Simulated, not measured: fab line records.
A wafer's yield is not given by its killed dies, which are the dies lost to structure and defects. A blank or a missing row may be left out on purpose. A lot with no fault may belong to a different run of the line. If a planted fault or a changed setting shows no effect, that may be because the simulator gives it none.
What tool caused it? / flow n5_finfet / 36 wafers from 12 lots sampled at 5 of the route's 1938 steps

== WHAT THE GAUGES SHOWED, per wafer ==
Not one reading of a measure or inspect step in the record can be checked against a usual standard deviation.

== WHAT TOOL EACH LOT RAN ON (gives the tool, then ch and the chambers of the sampled wafers, and finally the start) ==
lot=L302; N5_MOL_CONTACT_COAG_STRIP_98=rie_diel-05 ch 0,2,3, day 5 00:04; N5_BEOL_M15_DEP_53=pecvd-04 ch 0,2, day 11 07:56; N5_PASSIVATION_PECVD_55=pecvd-04 ch 0,1, day 11 13:18; N5_PASSIVATION_PRE_CLEAN_19=pvd_sputter-03, day 11 17:11; N5_PASSIVATION_PROBE_49=-
lot=L304; N5_MOL_CONTACT_COAG_STRIP_98=rie_diel-04 ch 0,2,3, day 5 08:50; N5_BEOL_M15_DEP_53=pecvd-02 ch 1,2, day 11 08:37; N5_PASSIVATION_PECVD_55=pecvd-04 ch 0, day 11 13:38; N5_PASSIVATION_PRE_CLEAN_19=pvd_sputter-03, day 11 17:34; N5_PASSIVATION_PROBE_49=-
lot=L305; N5_MOL_CONTACT_COAG_STRIP_98=rie_diel-05 ch 1,2, day 5 15:56; N5_BEOL_M15_DEP_53=pecvd-04 ch 0,1, day 12 09:50; N5_PASSIVATION_PECVD_55=pecvd-01 ch 0,1,2, day 12 14:52; N5_PASSIVATION_PRE_CLEAN_19=pvd_sputter-02, day 12 17:56; N5_PASSIVATION_PROBE_49=-
lot=L306; N5_MOL_CONTACT_COAG_STRIP_98=rie_diel-04 ch 0,1,3, day 5 19:14; N5_BEOL_M15_DEP_53=pecvd-04 ch 0,2, day 12 17:09; N5_PASSIVATION_PECVD_55=pecvd-01 ch 1,2, day 12 21:36; N5_PASSIVATION_PRE_CLEAN_19=pvd_sputter-03, day 13 01:12; N5_PASSIVATION_PROBE_49=-
lot=L307; N5_MOL_CONTACT_COAG_STRIP_98=rie_diel-04 ch 0,1,2, day 5 23:09; N5_BEOL_M15_DEP_53=pecvd-04 ch 0,1,2, day 12 16:47; N5_PASSIVATION_PECVD_55=pecvd-03 ch 1,2, day 12 21:23; N5_PASSIVATION_PRE_CLEAN_19=pvd_sputter-02, day 12 23:01; N5_PASSIVATION_PROBE_49=-
lot=L314; N5_MOL_CONTACT_COAG_STRIP_98=rie_diel-05 ch 1,3, day 7 22:47; N5_BEOL_M15_DEP_53=pecvd-02 ch 1, day 14 07:23; N5_PASSIVATION_PECVD_55=pecvd-04 ch 1,2, day 14 14:17; N5_PASSIVATION_PRE_CLEAN_19=pvd_sputter-01, day 14 17:36; N5_PASSIVATION_PROBE_49=prober-02, day 14 23:43
lot=L317; N5_MOL_CONTACT_COAG_STRIP_98=rie_diel-05 ch 0,2,3, day 8 10:02; N5_BEOL_M15_DEP_53=pecvd-02 ch 0,2, day 15 13:26; N5_PASSIVATION_PECVD_55=pecvd-04 ch 1,2, day 15 19:11; N5_PASSIVATION_PRE_CLEAN_19=pvd_sputter-01, day 15 22:08; N5_PASSIVATION_PROBE_49=prober-02, day 16 04:29
lot=L318; N5_MOL_CONTACT_COAG_STRIP_98=rie_diel-04 ch 0,3, day 8 15:18; N5_BEOL_M15_DEP_53=pecvd-04 ch 0,2, day 16 10:44; N5_PASSIVATION_PECVD_55=pecvd-04 ch 0,2, day 16 17:24; N5_PASSIVATION_PRE_CLEAN_19=pvd_sputter-01, day 16 19:20; N5_PASSIVATION_PROBE_49=-
lot=L319; N5_MOL_CONTACT_COAG_STRIP_98=rie_diel-04 ch 0,2, day 8 22:13; N5_BEOL_M15_DEP_53=pecvd-02 ch 0,1, day 15 19:26; N5_PASSIVATION_PECVD_55=pecvd-04 ch 1,2, day 16 00:38; N5_PASSIVATION_PRE_CLEAN_19=pvd_sputter-03, day 16 03:19; N5_PASSIVATION_PROBE_49=-
lot=L320; N5_MOL_CONTACT_COAG_STRIP_98=rie_diel-02 ch 1,2,3, day 9 09:25; N5_BEOL_M15_DEP_53=pecvd-01 ch 0,1,2, day 16 18:36; N5_PASSIVATION_PECVD_55=pecvd-04 ch 0,2, day 17 01:23; N5_PASSIVATION_PRE_CLEAN_19=pvd_sputter-02, day 17 03:18; N5_PASSIVATION_PROBE_49=prober-01, day 17 09:23
lot=L323; N5_MOL_CONTACT_COAG_STRIP_98=rie_diel-04 ch 0,2, day 10 05:03; N5_BEOL_M15_DEP_53=pecvd-04 ch 0,2, day 17 07:07; N5_PASSIVATION_PECVD_55=pecvd-03 ch 0,1,2, day 17 13:28; N5_PASSIVATION_PRE_CLEAN_19=pvd_sputter-02, day 17 16:41; N5_PASSIVATION_PROBE_49=-
lot=L325; N5_MOL_CONTACT_COAG_STRIP_98=rie_diel-02 ch 0,1,3, day 10 10:30; N5_BEOL_M15_DEP_53=pecvd-04 ch 0,2, day 17 19:29; N5_PASSIVATION_PECVD_55=pecvd-01 ch 0,1,2, day 18 04:47; N5_PASSIVATION_PRE_CLEAN_19=pvd_sputter-01, day 18 06:12; N5_PASSIVATION_PROBE_49=-
- N5_MOL_CONTACT_COAG_STRIP_98: strips in N2/H2.
- N5_BEOL_M15_DEP_53: deposits SiCN from 3MS/NH3, target thk 50 nm, time 17.8 s.
- N5_PASSIVATION_PECVD_55: deposits SiO2 from SiH4/N2O, target thk 400 nm, time 22.5 s.
- N5_PASSIVATION_PRE_CLEAN_19
- N5_PASSIVATION_PROBE_49

== AS READ BY THE TOOLS THEMSELVES (means over the sampled wafers that have a number; for cases with no such wafer, the mark the record gives instead) ==
N5_MOL_CONTACT_COAG_STRIP_98. Usual: drypump_motor_current_A 5.7 A, standard deviation 0.4; oes_product_au 0.78 a.u., standard deviation 0.11; rf_vpp_V 54.3 V, standard deviation 1.5; showerhead_plenum_p_Torr 3.37 Torr, standard deviation 0.14; throttle_valve_pct 19.0 %, standard deviation 0.41.
lot=L302; tool=rie_diel-05; drypump_motor_current_A (A)=5.4; oes_product_au (a.u.)=0.72; rf_vpp_V (V)=54.5; showerhead_plenum_p_Torr (Torr)=3.29; throttle_valve_pct (%)=19.1; flag=
lot=L304; tool=rie_diel-04; drypump_motor_current_A (A)=5.7; oes_product_au (a.u.)=0.77; rf_vpp_V (V)=53.7; showerhead_plenum_p_Torr (Torr)=3.41; throttle_valve_pct (%)=19.1; flag=
lot=L305; tool=rie_diel-05; drypump_motor_current_A (A)=6.0; oes_product_au (a.u.)=0.77; rf_vpp_V (V)=54.2; showerhead_plenum_p_Torr (Torr)=3.36; throttle_valve_pct (%)=18.7; flag=
lot=L306; tool=rie_diel-04; drypump_motor_current_A (A)=5.7; oes_product_au (a.u.)=0.76; rf_vpp_V (V)=55.9; showerhead_plenum_p_Torr (Torr)=3.45; throttle_valve_pct (%)=18.8; flag=
lot=L307; tool=rie_diel-04; drypump_motor_current_A (A)=5.4; oes_product_au (a.u.)=0.78; rf_vpp_V (V)=55.8; showerhead_plenum_p_Torr (Torr)=3.48; throttle_valve_pct (%)=19.1; flag=
lot=L314; tool=rie_diel-05; drypump_motor_current_A (A)=5.9; oes_product_au (a.u.)=0.81; rf_vpp_V (V)=56.0; showerhead_plenum_p_Torr (Torr)=3.42; throttle_valve_pct (%)=19.1; flag=
lot=L317; tool=rie_diel-05; drypump_motor_current_A (A)=5.4; oes_product_au (a.u.)=0.86; rf_vpp_V (V)=52.3; showerhead_plenum_p_Torr (Torr)=3.28; throttle_valve_pct (%)=18.9; flag=
lot=L318; tool=rie_diel-04; drypump_motor_current_A (A)=5.8; oes_product_au (a.u.)=0.90; rf_vpp_V (V)=54.1; showerhead_plenum_p_Torr (Torr)=3.48; throttle_valve_pct (%)=18.8; flag=
lot=L319; tool=rie_diel-04; drypump_motor_current_A (A)=5.5; oes_product_au (a.u.)=0.80; rf_vpp_V (V)=54.5; showerhead_plenum_p_Torr (Torr)=3.50; throttle_valve_pct (%)=19.2; flag=
lot=L320; tool=rie_diel-02; drypump_motor_current_A (A)=6.1; oes_product_au (a.u.)=0.76; rf_vpp_V (V)=55.1; showerhead_plenum_p_Torr (Torr)=3.37; throttle_valve_pct (%)=19.2; flag=
lot=L323; tool=rie_diel-04; drypump_motor_current_A (A)=5.5; oes_product_au (a.u.)=0.79; rf_vpp_V (V)=54.2; showerhead_plenum_p_Torr (Torr)=3.49; throttle_valve_pct (%)=19.3; flag=
lot=L325; tool=rie_diel-02; drypump_motor_current_A (A)=6.2; oes_product_au (a.u.)=0.74; rf_vpp_V (V)=55.1; showerhead_plenum_p_Torr (Torr)=3.32; throttle_valve_pct (%)=19.1; flag=

N5_BEOL_M15_DEP_53. Usual: rf_fwd_power_W 667.7 W, standard deviation 2.4; showerhead_plenum_p_Torr 4.169 Torr, standard deviation 0.014; throttle_valve_pct 18.2 %, standard deviation 1.
lot=L302; tool=pecvd-04; rf_fwd_power_W (W)=666.8; showerhead_plenum_p_Torr (Torr)=4.179; throttle_valve_pct (%)=19.4; flag=
lot=L304; tool=pecvd-02; rf_fwd_power_W (W)=667.9; showerhead_plenum_p_Torr (Torr)=4.169; throttle_valve_pct (%)=16.9; flag=
lot=L305; tool=pecvd-04; rf_fwd_power_W (W)=665.7; showerhead_plenum_p_Torr (Torr)=4.171; throttle_valve_pct (%)=19.5; flag=
lot=L306; tool=pecvd-04; rf_fwd_power_W (W)=666.2; showerhead_plenum_p_Torr (Torr)=4.176; throttle_valve_pct (%)=18.9; flag=
lot=L307; tool=pecvd-04; rf_fwd_power_W (W)=667.6; showerhead_plenum_p_Torr (Torr)=4.171; throttle_valve_pct (%)=18.6; flag=
lot=L314; tool=pecvd-02; rf_fwd_power_W (W)=668.9; showerhead_plenum_p_Torr (Torr)=4.183; throttle_valve_pct (%)=17.1; flag=
lot=L317; tool=pecvd-02; rf_fwd_power_W (W)=667.6; showerhead_plenum_p_Torr (Torr)=4.159; throttle_valve_pct (%)=17.9; flag=
lot=L318; tool=pecvd-04; rf_fwd_power_W (W)=667.0; showerhead_plenum_p_Torr (Torr)=4.184; throttle_valve_pct (%)=19.1; flag=
lot=L319; tool=pecvd-02; rf_fwd_power_W (W)=670.6; showerhead_plenum_p_Torr (Torr)=4.173; throttle_valve_pct (%)=17.9; flag=
lot=L320; tool=pecvd-01; rf_fwd_power_W (W)=667.7; showerhead_plenum_p_Torr (Torr)=4.167; throttle_valve_pct (%)=17.8; flag=
lot=L323; tool=pecvd-04; rf_fwd_power_W (W)=666.3; showerhead_plenum_p_Torr (Torr)=4.185; throttle_valve_pct (%)=19.2; flag=
lot=L325; tool=pecvd-04; rf_fwd_power_W (W)=667.1; showerhead_plenum_p_Torr (Torr)=4.182; throttle_valve_pct (%)=18.0; flag=

N5_PASSIVATION_PECVD_55. Usual: heater_power_w 710 W, standard deviation 100; rf_fwd_power_W 600.8 W, standard deviation 2.4; showerhead_plenum_p_Torr 8.21 Torr, standard deviation 0.073; throttle_valve_pct 52 %, standard deviation 3.1.
lot=L302; tool=pecvd-04; heater_power_w (W)=725; rf_fwd_power_W (W)=601.2; showerhead_plenum_p_Torr (Torr)=8.16; throttle_valve_pct (%)=55; flag=
lot=L304; tool=pecvd-04; heater_power_w (W)=659; rf_fwd_power_W (W)=600.4; showerhead_plenum_p_Torr (Torr)=8.29; throttle_valve_pct (%)=57; flag=
lot=L305; tool=pecvd-01; heater_power_w (W)=698; rf_fwd_power_W (W)=600.7; showerhead_plenum_p_Torr (Torr)=8.21; throttle_valve_pct (%)=51; flag=
lot=L306; tool=pecvd-01; heater_power_w (W)=717; rf_fwd_power_W (W)=602.2; showerhead_plenum_p_Torr (Torr)=8.22; throttle_valve_pct (%)=52; flag=
lot=L307; tool=pecvd-03; heater_power_w (W)=672; rf_fwd_power_W (W)=604.0; showerhead_plenum_p_Torr (Torr)=8.15; throttle_valve_pct (%)=49; flag=
lot=L314; tool=pecvd-04; heater_power_w (W)=778; rf_fwd_power_W (W)=600.0; showerhead_plenum_p_Torr (Torr)=8.14; throttle_valve_pct (%)=53; flag=
lot=L317; tool=pecvd-04; heater_power_w (W)=778; rf_fwd_power_W (W)=601.9; showerhead_plenum_p_Torr (Torr)=8.13; throttle_valve_pct (%)=52; flag=
lot=L318; tool=pecvd-04; heater_power_w (W)=649; rf_fwd_power_W (W)=600.1; showerhead_plenum_p_Torr (Torr)=8.25; throttle_valve_pct (%)=52; flag=
lot=L319; tool=pecvd-04; heater_power_w (W)=667; rf_fwd_power_W (W)=600.8; showerhead_plenum_p_Torr (Torr)=8.18; throttle_valve_pct (%)=51; flag=
lot=L320; tool=pecvd-04; heater_power_w (W)=705; rf_fwd_power_W (W)=598.9; showerhead_plenum_p_Torr (Torr)=8.25; throttle_valve_pct (%)=52; flag=
lot=L323; tool=pecvd-03; heater_power_w (W)=662; rf_fwd_power_W (W)=598.5; showerhead_plenum_p_Torr (Torr)=8.25; throttle_valve_pct (%)=50; flag=
lot=L325; tool=pecvd-01; heater_power_w (W)=706; rf_fwd_power_W (W)=601.7; showerhead_plenum_p_Torr (Torr)=8.21; throttle_valve_pct (%)=51; flag=

N5_PASSIVATION_PRE_CLEAN_19. Usual: heater_power_w reads 462 W (standard deviation 48).
lot=L302; tool=pvd_sputter-03; heater_power_w (W)=487; flag=
lot=L304; tool=pvd_sputter-03; heater_power_w (W)=457; flag=
lot=L305; tool=pvd_sputter-02; heater_power_w (W)=505; flag=
lot=L306; tool=pvd_sputter-03; heater_power_w (W)=466; flag=
lot=L307; tool=pvd_sputter-02; heater_power_w (W)=494; flag=
lot=L314; tool=pvd_sputter-01; heater_power_w (W)=449; flag=
lot=L317; tool=pvd_sputter-01; heater_power_w (W)=399; flag=
lot=L318; tool=pvd_sputter-01; heater_power_w (W)=415; flag=
lot=L319; tool=pvd_sputter-03; heater_power_w (W)=471; flag=
lot=L320; tool=pvd_sputter-02; heater_power_w (W)=503; flag=
lot=L323; tool=pvd_sputter-02; heater_power_w (W)=499; flag=
lot=L325; tool=pvd_sputter-01; heater_power_w (W)=443; flag=

N5_PASSIVATION_PROBE_49. Usual: killed_at_M0_to_M3 34, standard deviation 11; killed_at_M4_up 13, standard deviation 5.2; killed_at_contacts 13, standard deviation 6.3; killed_at_front_end 40, standard deviation 14; killed_at_other 3.2, standard deviation 2.4; killed_dies 104, standard deviation 19; killed_open 69, standard deviation 14; killed_short 32, standard deviation 7.5.
lot=L314 tool=prober-02 killed_at_M0_to_M3=25 killed_at_M4_up=19 killed_at_contacts=129 killed_at_front_end=43 killed_at_other=3.7 killed_dies=220 killed_open=71 killed_short=29 flag=OFF
lot=L317 tool=prober-02 killed_at_M0_to_M3=47 killed_at_M4_up=12 killed_at_contacts=129 killed_at_front_end=35 killed_at_other=3.3 killed_dies=227 killed_open=73 killed_short=37 flag=OFF
lot=L320 tool=prober-01 killed_at_M0_to_M3=29 killed_at_M4_up=12 killed_at_contacts=21 killed_at_front_end=33 killed_at_other=2.3 killed_dies=97 killed_open=63 killed_short=30 flag=

== THE ANSWER, worked out from the rows above alone ==
Rule: take the mean of a lot's wafers that have a number; if it is more than 3 standard deviations from the usual mean, the lot is off. Also off: a lot with no number at a reading for which 4 or more lots have one. Any other lot the step has rows for is counted as sound. After the gauges, taken in route order, come the tools' own readings; for these a lot's mean is taken, as printed above. The first step at which some lot is off is used, and at that step the reading that is off furthest; a lot without a number counts as furthest.
Off, at N5_PASSIVATION_PROBE_49 on killed_at_contacts: L314, L317. Neither off nor sound, because the step has no rows for them: L302, L304, L305, L306, L307, L318, L319, L323, L325.
If a tool, at that step or one of the process steps before it, ran each lot that is off and ran no sound lot following the first of them, it fits. Can't be told from this: 4 tools fit, rie_diel-05 at N5_MOL_CONTACT_COAG_STRIP_98, pecvd-02 at N5_BEOL_M15_DEP_53, pvd_sputter-01 at N5_PASSIVATION_PRE_CLEAN_19, prober-02 at N5_PASSIVATION_PROBE_49.

== WHAT THE SIMULATOR HAD INSERTED ==
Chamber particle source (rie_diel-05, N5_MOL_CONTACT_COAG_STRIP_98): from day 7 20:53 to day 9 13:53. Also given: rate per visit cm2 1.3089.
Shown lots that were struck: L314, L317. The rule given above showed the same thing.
